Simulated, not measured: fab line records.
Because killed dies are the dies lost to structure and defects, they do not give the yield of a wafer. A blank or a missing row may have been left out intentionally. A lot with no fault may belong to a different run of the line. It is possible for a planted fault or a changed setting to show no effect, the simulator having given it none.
One fault seen from 2 desks | flow nand harc | what lay behind the numbers comes last; until then each desk has only its own

THE TOOL OWNER'S DESK: pecvd onon-02
The tool's own readings at NHARC_A_ONON_D1_DEP_00 (target thk 1000 nm): means of the sampled wafers that have a number, for each lot that ran on this tool. Marked OUT: a lot whose mean sits more than 4 standard deviations from the usual mean, which makes it out of limits; the brackets give that distance.
Columns: A = sih4 flow sccm at NHARC_A_ONON_D1_DEP_00, usual 209.8 sccm
lot  | first seen here | A
L146 | day 10 02:46    | 208.9
L147 | day 10 20:11    | 210.2
L149 | day 12 04:08    | 210.1
L151 | day 12 11:01    | 210.0
L159 | day 15 12:50    | 209.7
L160 | day 15 22:43    | 209.7
This desk's verdict: no lot among the 6 shows anything out of limits.

AT THE METROLOGY DESK
What the gauges read, lot by lot, whatever tool the lot ran on: means of the sampled wafers that have a number. Marked OUT: a lot whose mean sits more than 4 standard deviations from the usual mean, which makes it out of limits; the brackets give that distance.
Columns: A = cd nm at NHARC_A_ZERO_WELL_CD_MEAS_10, usual 2000.0 nm; B = thk nm at NHARC_A_SOURCE_PLATE_THK_MEAS_09, usual 9.6 nm; C = thk nm at NHARC_A_ONON_D1_THK_MEAS_02, usual 1003 nm
lot  | first seen here | A      | B    | C
L144 | day 8 10:07     | 2001.8 | 9.5  | 1026
L146 | day 9 04:41     | 1997.1 | 9.2  | 1003
L145 | day 9 05:39     | 1999.6 | 10.6 | 996
L147 | day 9 19:40     | 2000.5 | 9.0  | 1014
L149 | day 11 04:35    | 1999.0 | 8.6  | 1004
L150 | day 11 08:26    | 1999.2 | 11.4 | 988
L151 | day 11 13:32    | 1999.7 | 10.0 | 1009
L153 | day 12 00:52    | 1999.4 | 9.8  | 996
L159 | day 14 15:25    | 1998.0 | 9.6  | 1241 (+26) OUT
L160 | day 14 22:52    | 1999.4 | 9.7  | 1230 (+25) OUT
L161 | day 15 10:22    | 1998.2 | 9.7  | 1014
L163 | day 16 10:29    | 2001.0 | 8.6  | 1005
This desk's finding: out of limits on L159, L160; first on L159, day 15 13:20 (thk nm at NHARC_A_ONON_D1_THK_MEAS_02). L144, L146, L145, L147, L149, L150, L151, L153, L161, L163: within limits.

PUT TOGETHER
L159, L160 would have let the metrology desk raise an alarm at day 15 13:20.
Nothing out of limits was seen by the tool owner's desk.
On record at the tool owner's desk: L159, L160, within its limits.
All the named lots went through NHARC_A_ONON_D1_DEP_00 on pecvd onon-02.

WHAT THE SIMULATOR PUT IN
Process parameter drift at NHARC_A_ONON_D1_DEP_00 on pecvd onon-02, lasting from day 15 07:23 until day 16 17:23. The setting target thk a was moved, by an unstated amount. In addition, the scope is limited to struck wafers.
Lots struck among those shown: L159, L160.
Hours from the fault's start to each desk's first reading out of limits: the metrology desk, 6.
